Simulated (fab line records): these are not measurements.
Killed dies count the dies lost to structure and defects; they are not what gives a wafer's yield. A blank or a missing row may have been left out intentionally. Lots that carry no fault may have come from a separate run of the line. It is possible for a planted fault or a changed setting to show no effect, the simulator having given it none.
Split-lot experiment + flow n5-finfet + route with 1938 steps; 7 lots, 21 wafers read

## THE SPLIT ITSELF
At N5_SD_EPI_N_COAT_32 (time 60 s, resist thk 350 nm), the setting spin-rpm was moved away from the recipe's 1500 rpm on 5 of the 21 wafers read, by -5.7% to +6.8%. For the rest of the wafers, this setting stayed at what the recipe calls for.

The reading is taken at the split's own step.

## THE READING
SOC_of_SD_EPI_N_COAT_32.thk-nm (the simulator's own value, which no gauge read), in nm, at N5_SD_EPI_N_COAT_32 (time 60 s, resist thk 350 nm). The file gives no usual value for it. Across the 16 wafers here that went through the recipe, the average is 350.4 nm and the standard deviation 0.95 nm.

| wafer  | tool, chamber at the split | spin-rpm as run, rpm | against the recipe | SOC_of_SD_EPI_N_COAT_32.thk-nm, nm | against lot-mates on the recipe |
|--------|----------------------------|----------------------|--------------------|------------------------------------|---------------------------------|
| L076.1 | litho-track-02, 0          | 1500                 | recipe             | 350.8                              | -                               |
| L076.2 | litho-track-02, 0          | 1500                 | recipe             | 350                                | -                               |
| L076.5 | litho-track-02, 0          | 1500                 | recipe             | 349.6                              | -                               |
| L075.1 | litho-track-03, 0          | 1500                 | recipe             | 351.4                              | -                               |
| L075.2 | litho-track-03, 0          | 1500                 | recipe             | 351.4                              | -                               |
| L075.4 | litho-track-03, 0          | 1500                 | recipe             | 351.2                              | -                               |
| L079.3 | litho-track-05, 0          | 1500                 | recipe             | 349.8                              | -                               |
| L079.4 | litho-track-05, 0          | 1446                 | -3.6%              | 357.4                              | +7.6                            |
| L079.5 | litho-track-05, 0          | 1446                 | -3.6%              | 356.8                              | +7.0                            |
| L080.2 | litho-track-03, 0          | 1500                 | recipe             | 351.4                              | -                               |
| L080.3 | litho-track-03, 0          | 1500                 | recipe             | 350.4                              | -                               |
| L080.5 | litho-track-03, 0          | 1415                 | -5.7%              | 359.2                              | +8.3                            |
| L089.2 | litho-track-05, 0          | 1500                 | recipe             | 348.6                              | -                               |
| L089.3 | litho-track-05, 0          | 1602                 | +6.8%              | 338.4                              | -10.2                           |
| L089.6 | litho-track-05, 0          | 1602                 | +6.8%              | 337.4                              | -11.2                           |
| L092.1 | litho-track-03, 0          | 1500                 | recipe             | 349.8                              | -                               |
| L092.3 | litho-track-03, 0          | 1500                 | recipe             | 349.6                              | -                               |
| L092.4 | litho-track-03, 0          | 1500                 | recipe             | 349                                | -                               |
| L097.2 | litho-track-02, 0          | 1500                 | recipe             | 350.6                              | -                               |
| L097.5 | litho-track-02, 0          | 1500                 | recipe             | 352                                | -                               |
| L097.6 | litho-track-02, 0          | 1500                 | recipe             | 351.2                              | -                               |

THE FIT
A straight line over all 21 wafers: SOC_of_SD_EPI_N_COAT_32.thk-nm changes by -1.78 nm for each +1% of spin-rpm; r = -0.98; the points scatter about the line by 0.95 nm.
The same after taking each lot's own level away (the mean of its wafers on the recipe; 21 wafers): -1.63 nm for each +1%; r = -0.99; scatter 0.66 nm.
Per that fit: largest spin-rpm move, reading shift of 11 nm.
Measured against the standard deviation above, the lots' own levels, which go from 348.60 to 351.33 nm, span 2.9 times it.
The two slopes agree, so the slope changes little with the lot-to-lot level.
Check: -11.4 nm against its lot-mates is what the line predicts for one of the wafers moved furthest among these (+6.8%) when that wafer is left out of the fit. It came out at -10.2 nm against them.

## THESE WAFERS: OTHER SPLITS
These wafers also went through other splits before the reading. Each is held against what the fit with the lots' levels taken away leaves over:
| other split on the same wafers  | wafers away from the commonest value | r with SOC_of_SD_EPI_N_COAT_32.thk-nm (lot level and that fit taken away) |
|---------------------------------|--------------------------------------|---------------------------------------------------------------------------|
| N5_ZERO_LAYER_PECVD_02 time-s   | 8                                    | +0.11                                                                     |
| N5_WELL_APT_COAT_02 spin-rpm    | 5                                    | +0.18                                                                     |
| N5_FIN_SAQP_PEB_14 peb-time-s   | 5                                    | -0.07                                                                     |
| N5_FIN_CUT_CUT_ETCH_26 time-s   | 7                                    | +0.20                                                                     |
| N5_DUMMY_GATE_EXPOSE_12 dose-mj | 10                                   | -0.16                                                                     |
| N5_DUMMY_GATE_DESCUM_20 time-s  | 9                                    | -0.22                                                                     |

## FILE'S OWN FIT
SOC_of_SD_EPI_N_COAT_32.thk-nm changes by -1.6 nm for each +1% of spin-rpm, r = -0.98.
